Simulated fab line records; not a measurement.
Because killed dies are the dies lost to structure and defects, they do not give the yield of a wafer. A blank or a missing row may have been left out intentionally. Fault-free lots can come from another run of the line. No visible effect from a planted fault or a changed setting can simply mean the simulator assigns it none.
The tool behind it: which one? -- flow nand-harc -- Sampling: 6 lots, 18 wafers, 3 of 1302 route steps

== WHAT THE GAUGES SHOWED, per wafer ==
NHARC_A_BONDPAD_CD_MEAS_13.
lot,measured,on,cd-nm (nm)
L971,day 23 19:42,cd-sem-03,500.0 498.2 496.1
L974,day 24 11:12,cd-sem-02,500.5 499.7 498.6
L978,day 27 02:34,cd-sem-03,499.9 497.4 499.9
L986,day 29 08:53,cd-sem-01,500.1 501.7 501.0
L989,day 30 07:50,cd-sem-01,500.2 498.0 499.2
L991,day 32 01:56,cd-sem-01,498.1 496.8 497.8

== WHAT TOOL EACH LOT RAN ON (gives the tool, then ch and the chambers of the sampled wafers, and finally the start) ==
lot,NHARC_P_M1_ETCH_35,NHARC_A_BONDPAD_ETCH_34
L971,"rie-diel-02 ch 0,2, day 6 14:52","rie-diel-13 ch 0,1,2, day 23 19:28"
L974,"rie-diel-09 ch 1,3, day 7 21:25","rie-diel-13 ch 1,3, day 24 10:58"
L978,"rie-diel-09 ch 0,1,3, day 9 17:06","rie-diel-13 ch 1,2,3, day 27 02:20"
L986,"rie-diel-09 ch 0,1,3, day 12 18:29","rie-diel-04 ch 0,2,3, day 29 08:40"
L989,"rie-diel-09 ch 1,2,3, day 13 22:52","rie-diel-04 ch 0,1,2, day 30 07:37"
L991,"rie-diel-09 ch 0,2,3, day 14 17:39","rie-diel-03 ch 0,3, day 32 01:43"
- NHARC_P_M1_ETCH_35: etches the open film in N2/H2, target depth 40 nm, overetch 12 nm, time 43.94 s.
- NHARC_A_BONDPAD_ETCH_34: etches the open film in N2/H2, target depth 60 nm, overetch 18 nm, time 65.91 s.

== THE ANSWER, worked out from the rows above alone ==
Rule: what is usual is taken from the lots themselves. The widest of any qualifying gaps counts: lots, ordered by their means at a reading, are off when they make up no more than a third of the lots, leave a main group of 4 or more, and stand apart from it by 3 or more times the standard deviation of that group's means. A main group whose means are all the same, to the digits that the tables above print for the reading, isn't used. Also off: a lot with no number at a reading for which 4 or more lots have one. All remaining lots with rows at the step are treated as sound.
Nothing can be told from this: no lot is off at any reading shown.

== WHAT HAD BEEN PUT IN BY THE SIMULATOR ==
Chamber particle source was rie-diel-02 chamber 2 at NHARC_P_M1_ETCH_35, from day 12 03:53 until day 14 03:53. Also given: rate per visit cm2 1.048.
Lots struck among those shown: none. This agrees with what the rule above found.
